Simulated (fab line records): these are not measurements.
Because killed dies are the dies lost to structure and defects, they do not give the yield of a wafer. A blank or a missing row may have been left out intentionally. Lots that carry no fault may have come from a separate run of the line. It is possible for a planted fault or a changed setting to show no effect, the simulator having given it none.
Which of the tools did it? -- flow nand harc -- 12 lots with 36 wafers sampled at 3 steps, on a route of 1302 steps

## WHAT THE GAUGES READ, wafer by wafer
NHARC_P_BONDPAD_OVL_MEAS_38.
lot,measured,on,overlay x nm (nm)
L075,day 7 01:40,overlay-01,10 10 10
L077,day 7 20:07,overlay-02,-4 -4 -4
L079,day 8 23:42,overlay-01,-4 -4 -4
L081,day 9 20:23,overlay-01,6 7 6
L083,day 10 03:21,overlay-02,8 8 8
L085,day 11 04:23,overlay-02,1 1 1
L087,day 12 15:08,overlay-02,8 9 9
L088,day 12 17:58,overlay-02,0 1 0
L091,day 13 15:08,overlay-01,7 6 6
L093,day 14 11:55,overlay-01,2 3 3
L095,day 15 07:37,overlay-01,11 11 11
L097,day 16 05:02,overlay-01,-7 -7 -8

## WHAT TOOL EACH LOT RAN ON (gives the tool, then ch and the chambers of the sampled wafers, and finally the start)
lot,NHARC_P_M1_PRE_CLEAN_32,NHARC_P_M2_DEP_33
L075,"pecvd-02 ch 0,1,2, day 6 19:38","pecvd-02 ch 0,1,2, day 6 23:59"
L077,"pecvd-04 ch 2, day 7 13:53","pecvd-04 ch 1,2, day 7 18:27"
L079,"pecvd-02 ch 0,1, day 8 17:32","pecvd-04 ch 1,2, day 8 21:50"
L081,"pecvd-01 ch 1,2, day 9 14:34","pecvd-02 ch 0,1, day 9 18:44"
L083,"pecvd-04 ch 1,2, day 9 21:13","pecvd-01 ch 0,1,2, day 10 01:29"
L085,"pecvd-04 ch 1,2, day 10 22:16","pecvd-02 ch 0,2, day 11 02:40"
L087,"pecvd-02 ch 0,1,2, day 12 09:13","pecvd-02 ch 1,2, day 12 13:26"
L088,"pecvd-02 ch 1,2, day 12 11:35","pecvd-02 ch 0,1, day 12 16:17"
L091,"pecvd-02 ch 0,1, day 13 09:11","pecvd-01 ch 0,1, day 13 13:29"
L093,"pecvd-04 ch 1,2, day 14 05:52","pecvd-04 ch 0,2, day 14 10:04"
L095,"pecvd-02 ch 0,1,2, day 15 01:22","pecvd-04 ch 0, day 15 05:49"
L097,"pecvd-02 ch 0,1,2, day 15 23:13","pecvd-02 ch 0,1,2, day 16 03:21"
- NHARC_P_M1_PRE_CLEAN_32: time 12 s.
- NHARC_P_M2_DEP_33: deposits SiCN, target thk 30 nm.

## THE ANSWER, worked out from the rows above alone
Rule: the lots themselves supply what counts as usual. Put in order of their means at a reading, lots are off if they are a third of the lots or fewer, leave a main group of 4 or more, and stand apart from it by a gap of 3 or more times the standard deviation of the main group's means; of several such gaps the widest counts. Not used: any main group whose means are identical at the precision the tables above print for the reading. Also off: a lot with no number at a reading for which 4 or more lots have one. Where the step has rows for the other lots, those lots are counted as sound.
Nothing can be told from this: no lot is off at any reading shown.

## WHAT THE SIMULATOR HAD INSERTED
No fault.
